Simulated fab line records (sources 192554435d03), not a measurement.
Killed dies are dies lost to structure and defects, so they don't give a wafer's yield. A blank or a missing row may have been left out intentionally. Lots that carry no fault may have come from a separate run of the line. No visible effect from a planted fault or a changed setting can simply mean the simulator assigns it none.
The tool behind it: which one? | flow n5 finfet | Sampling: 10 lots, 30 wafers, 5 of 1938 route steps

== WHAT THE GAUGES READ, wafer by wafer ==
N5_BEOL_M10_CD_MEAS_28: the cd target is 70 nm.
lot  | measured     | on        | cd nm (nm)
L747 | day 10 09:04 | cd sem-02 | 69.7 70.5 69.3
L748 | day 10 10:26 | cd sem-02 | 69.2 71.2 69.6
L753 | day 11 20:01 | cd sem-02 | 69.6 69.4 68.8
L755 | day 11 22:11 | cd sem-02 | 68.8 70.9 69.5
L757 | day 12 12:52 | cd sem-01 | 71.4 70.0 69.7
L760 | day 13 16:32 | cd sem-02 | 70.0 70.7 69.8
L765 | day 14 18:49 | cd sem-01 | 67.8 68.4 69.0
L767 | day 14 22:07 | cd sem-01 | 75.4 75.2 75.9
L768 | day 15 03:37 | cd sem-03 | 77.1 77.8 77.8
L769 | day 16 02:19 | cd sem-01 | 67.7 69.4 69.9

== WHAT TOOL EACH LOT RAN ON (gives the tool, then ch and the chambers of the sampled wafers, and finally the start) ==
lot  | N5_BEOL_M10_DESCUM_16              | N5_BEOL_M10_ETCH_62                | N5_BEOL_M10_STRIP_67               | N5_BEOL_M10_PEB_26
L747 | rie diel-05 ch 0,1,3, day 10 07:03 | rie diel-05 ch 0,1,3, day 10 07:08 | rie diel-05 ch 0,1,3, day 10 07:17 | litho track-03 ch 0, day 10 08:59
L748 | rie diel-04 ch 0,1,2, day 10 08:56 | rie diel-04 ch 0,1,2, day 10 09:01 | rie diel-04 ch 0,1,2, day 10 09:10 | litho track-01 ch 0, day 10 10:23
L753 | rie diel-04 ch 0,1,3, day 11 18:17 | rie diel-04 ch 0,1,3, day 11 18:22 | rie diel-04 ch 0,1,3, day 11 18:31 | litho track-04 ch 0, day 11 19:57
L755 | rie diel-05 ch 0,1,3, day 11 21:17 | rie diel-05 ch 0,1,3, day 11 21:22 | rie diel-05 ch 0,1,3, day 11 21:31 | litho track-01 ch 0, day 11 22:07
L757 | rie diel-05 ch 0,2,3, day 12 11:54 | rie diel-05 ch 0,2,3, day 12 11:59 | rie diel-05 ch 0,2,3, day 12 12:08 | litho track-01 ch 0, day 12 12:48
L760 | rie diel-04 ch 1,3, day 13 13:37   | rie diel-04 ch 1,3, day 13 13:42   | rie diel-04 ch 1,3, day 13 13:51   | litho track-03 ch 0, day 13 16:28
L765 | rie diel-04 ch 0,1,2, day 14 17:13 | rie diel-04 ch 0,1,2, day 14 17:18 | rie diel-04 ch 0,1,2, day 14 17:27 | litho track-04 ch 0, day 14 18:44
L767 | rie diel-01 ch 0,1, day 14 20:19   | rie diel-01 ch 0,1, day 14 20:23   | rie diel-01 ch 0,1, day 14 20:32   | litho track-03 ch 0, day 14 22:03
L768 | rie diel-05 ch 0,1,3, day 15 02:51 | rie diel-05 ch 0,1,3, day 15 02:56 | rie diel-05 ch 0,1,3, day 15 03:05 | litho track-03 ch 0, day 15 03:34
L769 | rie diel-05 ch 1,2,3, day 16 01:21 | rie diel-05 ch 1,2,3, day 16 01:26 | rie diel-05 ch 1,2,3, day 16 01:35 | litho track-04 ch 0, day 16 02:14
- N5_BEOL_M10_DESCUM_16: chemistry O2, time 7.9 s.
- N5_BEOL_M10_ETCH_62: etches SOC in N2/H2, target depth 110 nm, overetch 22 nm, time 165 s.
- N5_BEOL_M10_STRIP_67: strips in CF4.
- N5_BEOL_M10_PEB_26: peb time 60 s.

== WHAT THE TOOLS THEMSELVES READ (means of the sampled wafers that have a number; where no wafer has one, the mark that the record gives instead) ==
N5_BEOL_M10_DESCUM_16.
lot  | tool        | drypump motor current A (A) | oes product au (a.u.) | rf vpp V (V) | showerhead plenum p Torr (Torr) | throttle valve pct (%)
L747 | rie diel-05 | 5.8                         | 0.83                  | 243.7        | 2.12                            | 20.32
L748 | rie diel-04 | 6.0                         | 0.78                  | 242.9        | 2.06                            | 20.30
L753 | rie diel-04 | 6.0                         | 0.82                  | 244.0        | 2.16                            | 20.26
L755 | rie diel-05 | 5.8                         | 0.81                  | 242.8        | 2.11                            | 20.34
L757 | rie diel-05 | 5.9                         | 0.75                  | 244.4        | 2.09                            | 20.45
L760 | rie diel-04 | 5.7                         | 0.73                  | 244.0        | 2.10                            | 20.56
L765 | rie diel-04 | 6.0                         | 0.82                  | 244.2        | 2.14                            | 20.21
L767 | rie diel-01 | 6.3                         | 0.81                  | 243.2        | 2.11                            | 20.82
L768 | rie diel-05 | 5.8                         | 0.79                  | 244.6        | 2.11                            | 20.38
L769 | rie diel-05 | 6.2                         | 0.76                  | 243.5        | 2.12                            | 20.46

N5_BEOL_M10_ETCH_62.
lot  | tool        | drypump motor current A (A) | oes product au (a.u.) | rf vpp V (V) | showerhead plenum p Torr (Torr) | throttle valve pct (%)
L747 | rie diel-05 | 5.8                         | 0.71                  | 524.8        | 2.57                            | 17.6
L748 | rie diel-04 | 6.0                         | 0.66                  | 522.5        | 2.51                            | 17.7
L753 | rie diel-04 | 6.0                         | 0.69                  | 525.4        | 2.62                            | 17.7
L755 | rie diel-05 | 5.8                         | 0.69                  | 525.0        | 2.56                            | 17.6
L757 | rie diel-05 | 5.9                         | 0.65                  | 523.3        | 2.54                            | 17.8
L760 | rie diel-04 | 5.7                         | 0.62                  | 523.6        | 2.56                            | 18.0
L765 | rie diel-04 | 6.0                         | 0.70                  | 526.3        | 2.60                            | 17.6
L767 | rie diel-01 | 6.2                         | 0.69                  | 524.1        | 2.56                            | 18.2
L768 | rie diel-05 | 5.8                         | 0.66                  | 524.5        | 2.55                            | 17.7
L769 | rie diel-05 | 6.1                         | 0.65                  | 524.5        | 2.58                            | 17.8

N5_BEOL_M10_STRIP_67.
lot  | tool        | drypump motor current A (A) | oes product au (a.u.) | rf vpp V (V) | showerhead plenum p Torr (Torr) | throttle valve pct (%)
L747 | rie diel-05 | 5.8                         | 0.84                  | 271.8        | 1.82                            | 13.48
L748 | rie diel-04 | 6.0                         | 0.78                  | 271.4        | 1.78                            | 13.50
L753 | rie diel-04 | 6.0                         | 0.81                  | 273.4        | 1.84                            | 13.47
L755 | rie diel-05 | 5.8                         | 0.82                  | 271.3        | 1.81                            | 13.50
L757 | rie diel-05 | 5.9                         | 0.76                  | 272.0        | 1.79                            | 13.66
L760 | rie diel-04 | 5.7                         | 0.72                  | 270.2        | 1.80                            | 13.78
L765 | rie diel-04 | 6.0                         | 0.82                  | 271.6        | 1.84                            | 13.40
L767 | rie diel-01 | 6.2                         | 0.81                  | 271.5        | 1.81                            | 13.90
L768 | rie diel-05 | 5.8                         | 0.79                  | 271.8        | 1.80                            | 13.56
L769 | rie diel-05 | 6.2                         | 0.77                  | 271.4        | 1.81                            | 13.65

== THE ANSWER, worked out from the rows above alone ==
Rule: the usual values come from the lots themselves. The widest of any qualifying gaps counts: lots, ordered by their means at a reading, are off when they make up no more than a third of the lots, leave a main group of 4 or more, and stand apart from it by 3 or more times the standard deviation of that group's means. Not used: any main group whose means are identical at the precision the tables above print for the reading. Also off: a lot with no number at a reading for which 4 or more lots have one. Any other lot the step has rows for is counted as sound. Order of review: gauges by route order, followed by the tools' own readings, for which a lot's mean as printed above is used. The first step at which some lot is off is used, and at that step the reading that is off furthest; a lot without a number counts as furthest.
Off: L767, L768, at N5_BEOL_M10_CD_MEAS_28 (cd nm). For the main group the mean is 69.6 nm and the standard deviation 0.62.
A tool fits if, at a process step before that reading, it ran every lot that is off, and no sound lot after the first of them. Those tools and the gauges at N5_BEOL_M10_CD_MEAS_28 are tried in the same way. One fits: N5_BEOL_M10_PEB_26 on litho track-03. A fault onset in the window from L760 (day 13 16:28, its last sound lot) to L767 (day 14 22:03, its first lot off) fits.

== WHAT WAS PUT IN BY THE SIMULATOR ==
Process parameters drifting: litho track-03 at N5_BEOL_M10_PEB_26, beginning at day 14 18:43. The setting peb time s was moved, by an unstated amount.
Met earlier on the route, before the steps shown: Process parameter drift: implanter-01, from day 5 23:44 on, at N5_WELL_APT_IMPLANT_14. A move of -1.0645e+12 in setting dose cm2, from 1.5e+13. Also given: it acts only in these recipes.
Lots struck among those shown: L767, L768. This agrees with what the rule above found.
